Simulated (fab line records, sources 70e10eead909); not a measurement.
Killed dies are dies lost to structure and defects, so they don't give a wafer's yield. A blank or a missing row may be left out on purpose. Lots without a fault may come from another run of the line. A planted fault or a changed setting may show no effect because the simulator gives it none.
fab line records | flow nand_harc
record lots=6 wafers=18 last_day=25
route steps=1159 shown P_ZERO_WELL@20
lots that met no fault: from a run of the same line without faults
start_h: hours from the record's first day to the start of the lot's first wafer shown | wait_h: hours since the lot's step before | " the same as in the row above | L1.1+2: a row that stands for several wafers | - no value, or no start given | * or withheld: withheld | < > ~ a bound
route shown NAME@n: a module of which the file shows steps, and the number in the route of the first | usual: mean/standard deviation of fault-free wafers | same: alike in all rows | chamber/n: place in a boat | sites: the reading at each site | _std_site: their standard deviation | _edge_site: outer sites' mean less inner sites' | radius_mm: how far each site lies from the wafer's centre | mask NAME#n: copy n | behind: the tool/chamber that last shaped the wafer | hold: why the lot was held/for how many hours/how that ended | device: the transistor (n, p or np) that didn't switch | end of line: the same wafers' tests at the end of the route | a step without rows: its recipe alone | killed: dies lost to structure and defects at the first sort, not the wafer's yield | map: a wafer's dies, x killed, . not, _ none there
set.NAME: the setting as run; set.NAME@STEP: as run at that earlier step | model.NAME: the simulator's own value behind a step, which no gauge read
lots at some steps of the route; a table a step, a row a wafer
services: from which hour (start_h, from the record's first day; less than 0 if before it) a tool's chamber was out of use, for how many hours, and why
## steps
# step NHARC_P_ZERO_WELL_STRIP_15
# recipe time_s=900 temp_c=130 chemistry=SPM
# step NHARC_P_ZERO_WELL_DEHYDRATE_16
# recipe temp_c=150 time_s=120
# step NHARC_P_ZERO_WELL_HMDS_17
# recipe time_s=30
# step NHARC_P_ZERO_WELL_COAT_18
# recipe spin_rpm=withheld
# step NHARC_P_ZERO_WELL_SOFTBAKE_19
# recipe temp_c=122 time_s=95
# step NHARC_P_ZERO_WELL_EBR_20
# step NHARC_P_ZERO_WELL_EXPOSE_21
# recipe na=0.6 target_cd_nm=720 dose_mj=22.31 mask_id=P_NWELL
# step NHARC_P_ZERO_WELL_PEB_22
# recipe peb_temp_c=118 peb_time_s=85
# step NHARC_P_ZERO_WELL_DEVELOP_23
# recipe time_s=70
# step NHARC_P_ZERO_WELL_CD_MEAS_24
# recipe target_cd_nm=720 landing_energy_ev=500
# usual cd_nm=718.9/2
# columns lot.wafer tool chamber start_h wait_h cd_nm
L808.2 cd_sem-02 0 14.35 - 718.4
L808.3 " 0 " " 719.7
L808.6 " 0 " " 717.5
L815.2 cd_sem-03 0 56.60 - 714.5
L815.3 " 0 " " 713.9
L815.5 " 0 " " 717.7
L817.4 cd_sem-03 0 69.02 - 718.1
L817.5 " 0 " " 720.1
L817.6 " 0 " " 718.1
L827.1 cd_sem-03 0 128.59 - 719.2
L827.3 " 0 " " 721.2
L827.6 " 0 " " 718.3
L828.2 cd_sem-02 0 134.46 - 718.4
L828.4 " 0 " " 715.6
L828.6 " 0 " " 717.6
L831.1 cd_sem-03 0 152.60 - 720.3
L831.4 " 0 " " 722.5
L831.6 " 0 " " 721.2
# step NHARC_P_ZERO_WELL_HARDBAKE_25
# recipe temp_c=125 time_s=80
# step NHARC_P_ZERO_WELL_DESCUM_26
# recipe time_s=3 o2_flow_sccm=200 ar_flow_sccm=0 bias_power_w=0 chemistry=O2
# usual chamber_pressure_mTorr=60.00/0.055 drypump_motor_current_A=5.6/0.39 oes_product_au=0.996/0.0099 rf_vpp_V=57.9/0.88 showerhead_plenum_p_Torr=1.96/0.075 throttle_valve_pct=11.310/0.0089
# same bias_power_w=0
# columns lot.wafer tool chamber start_h wait_h chamber_pressure_mTorr drypump_motor_current_A oes_product_au rf_hours_counter_h rf_vpp_V showerhead_plenum_p_Torr throttle_valve_pct
L808.3 rie_diel-10 0 14.52 - 59.87 5.9 1.001 0 57.4 1.85 11.309
L808.2 " 1 " " 60.02 5.5 0.999 0 58.7 1.99 11.302
L808.6 " 0 " " 60.09 5.9 0.985 - 58.8 1.85 11.312
L815.2 rie_diel-04 2 56.77 - 60.06 5.3 0.998 7 59.5 1.90 11.312
L815.3 " 3 " " 60.03 5.4 1.010 6 58.2 1.92 11.317
L815.5 " 2 " " 60.08 5.4 1.004 - 58.6 1.90 11.315
L817.4 rie_diel-10 1 69.19 - 59.92 5.4 1.007 5 57.8 1.99 11.301
L817.6 " 3 " " 59.89 5.2 0.997 - 58.5 2.04 11.306
L817.5 " 0 " " 60.01 5.9 1.003 - 58.2 1.84 11.314
L827.1 rie_diel-10 1 128.75 - 59.96 5.5 1.006 9 56.6 1.99 11.304
L827.3 " 2 " " 60.00 5.3 0.996 8 58.7 2.04 11.316
L827.6 " 1 " " 60.13 5.5 1.009 - 58.7 1.99 11.311
L828.4 rie_diel-10 3 134.61 - 60.02 5.2 1.000 10 58.2 2.04 11.317
L828.2 " 1 " " 60.06 5.4 1.017 9 58.7 1.99 11.311
L828.6 " 3 " " 60.00 5.2 0.990 - 58.5 2.04 11.313
L831.4 rie_diel-01 2 152.77 - 59.97 6.2 0.980 0 58.7 1.88 11.332
L831.1 " 3 " " 60.03 6.3 0.983 0 58.7 1.98 11.299
L831.6 " 1 " " 59.98 5.2 0.990 - 58.1 1.93 11.298
# step NHARC_P_ZERO_WELL_IMPLANT_27
# recipe energy_kev=600 dose_cm2=1e+13 tilt_deg=7
# usual beam_on_s=10.02/0.2 end_station_pressure_torr=5.07e-06/2.6e-07
# columns lot.wafer tool chamber start_h wait_h beam_on_s end_station_pressure_torr
L808.2 implanter-01 0 14.68 0.1 10.28 4.58e-06
L808.3 " 0 " " 10.14 4.73e-06
L808.6 " 0 " " 9.90 5.14e-06
L815.2 implanter-01 0 56.93 0.2 9.87 4.85e-06
L815.3 " 0 " " 10.07 5.24e-06
L815.5 " 0 " " 10.17 5.17e-06
L815.2 implanter-01 0 57.35 0.4 10.08 5.12e-06
L815.3 " 0 " " 10.07 5.27e-06
L815.5 " 0 " " 9.86 5.13e-06
L817.4 implanter-02 0 69.40 0.2 9.89 5.29e-06
L817.5 " 0 " " 10.36 5.04e-06
L817.6 " 0 " " 9.98 5.09e-06
L817.4 implanter-02 0 69.82 0.4 10.10 5.33e-06
L817.5 " 0 " " 10.09 5.07e-06
L817.6 " 0 " " 10.04 4.42e-06
L827.1 implanter-02 0 128.90 0.1 10.15 5.62e-06
L827.3 " 0 " " 9.82 4.99e-06
L827.6 " 0 " " 9.67 5.56e-06
L828.2 implanter-02 0 134.79 0.1 10.39 5e-06
L828.4 " 0 " " 10.11 5.07e-06
L828.6 " 0 " " 10.25 4.4e-06
L831.1 implanter-02 0 152.91 0.1 10.42 5.13e-06
L831.4 " 0 " " 9.92 4.59e-06
L831.6 " 0 " " 9.79 4.92e-06
# step NHARC_P_ZERO_WELL_IMPLANT_57
# recipe energy_kev=250 dose_cm2=4e+12 tilt_deg=7
## services
# columns tool chamber start_h hours kind
rie_diel-04 - -8.59 2.4 repair
rie_diel-10 - -0.50 9.0 pm
rie_diel-10 0 -0.50 9.0 vent_cycle
rie_diel-10 1 -0.50 9.0 vent_cycle
rie_diel-10 2 -0.50 9.0 vent_cycle
rie_diel-10 3 -0.50 9.0 vent_cycle
rie_diel-01 - 0.31 1.1 repair
rie_diel-10 0 8.50 - clean
rie_diel-10 1 8.50 - clean
rie_diel-10 2 8.50 - clean
implanter-02 - 18.71 5.0 repair
rie_diel-01 - 24.51 1.4 repair
rie_diel-01 0 30.84 7.7 repair
rie_diel-04 0 32.17 1.6 repair
implanter-02 - 49.03 0.6 repair
rie_diel-01 3 64.34 10.0 repair
rie_diel-01 0 65.89 4.0 repair
implanter-02 - 85.00 13.0 pm
rie_diel-01 1 88.22 12.6 repair
rie_diel-04 1 90.36 13.1 repair
rie_diel-10 2 101.06 4.8 repair
rie_diel-04 - 111.90 9.0 pm
rie_diel-10 - 135.32 1.8 repair
rie_diel-01 - 137.82 9.0 pm
## key
first_sign step=NHARC_P_ZERO_WELL_IMPLANT_27 reading=visit direction=added
effect none on later readings
met_at NHARC_P_ZERO_WELL_IMPLANT_27
struck_wafers L815.2,L815.3,L815.5,L817.4,L817.5,L817.6
tester_left_out L815,L817
fault kind=repeated_step_whole tool=implanter-01,implanter-02 chamber=- onset_h=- steps=NHARC_P_ZERO_WELL_IMPLANT_27 times=1 scope=struck_lots_only
# tester_left_out: of these lots the tester's yield and bins aren't shown, on N5 and GAA mostly nor the transistor test; their killed dies are dies lost to structure and defects alone, not to doping, threshold or leakage, so they don't give the yield
